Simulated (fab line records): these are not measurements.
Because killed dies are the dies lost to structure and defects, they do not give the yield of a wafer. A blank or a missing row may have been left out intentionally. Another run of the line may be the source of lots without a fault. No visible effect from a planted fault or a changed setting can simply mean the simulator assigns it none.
Matching of chambers + flow n5Finfet + aldMetal-03 running N5_BEOL_M10_ALD_74: 4 sister chambers
The step deposits TaN, target thk 2 nm, pulse time 2 s, purge time 3 s. 4 wafers are shown with their chamber, then 7 later ones without.

== WAFERS PAIRED WITH THEIR CHAMBERS ==
| wafer  | chamber | heaterPowerW (W) |
|--------|---------|------------------|
| L086.1 | 0       | 464              |
| L086.5 | 2       | 454              |
| L095.2 | 1       | 406              |
| L095.3 | 3       | 341              |

== WAFERS MISSING THEIR CHAMBER ==
| wafer  | heaterPowerW (W) |
|--------|------------------|
| L095.6 | 400              |
| L096.3 | 415              |
| L096.4 | 421              |
| L096.6 | 422              |
| L097.3 | 398              |
| L097.4 | 416              |
| L097.5 | 418              |

== CHAMBER TAKEN BY EACH ==
| wafer  | from the rows above     | in truth                   |
|--------|-------------------------|----------------------------|
| L095.6 | 1                       | 1                          |
| L096.3 | 1                       | 1                          |
| L096.4 | can't be placed: 1 or 2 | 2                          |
| L096.6 | can't be placed: 1 or 2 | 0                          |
| L097.3 | 1                       | 1                          |
| L097.4 | 1                       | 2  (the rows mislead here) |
| L097.5 | 1                       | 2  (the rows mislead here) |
3 of 7 placed correctly. From these rows, 2 cannot be placed; in 1 the true chamber is one of the candidates. Placed wrongly: 2.
How it was worked out, from the rows above alone: a wafer's distance from a chamber is the root of the sum, over the readings, of the square of ((its reading less the chamber's mean) divided by the reading's scatter). The wafer belongs to the nearest chamber; if the next one is less than 2 further off, it can't be placed. The mean given for a chamber averages the wafers shown for that chamber. The scatter: root of mean squared gap, hidden wafer to nearest shown wafer, with one shown wafer a chamber.
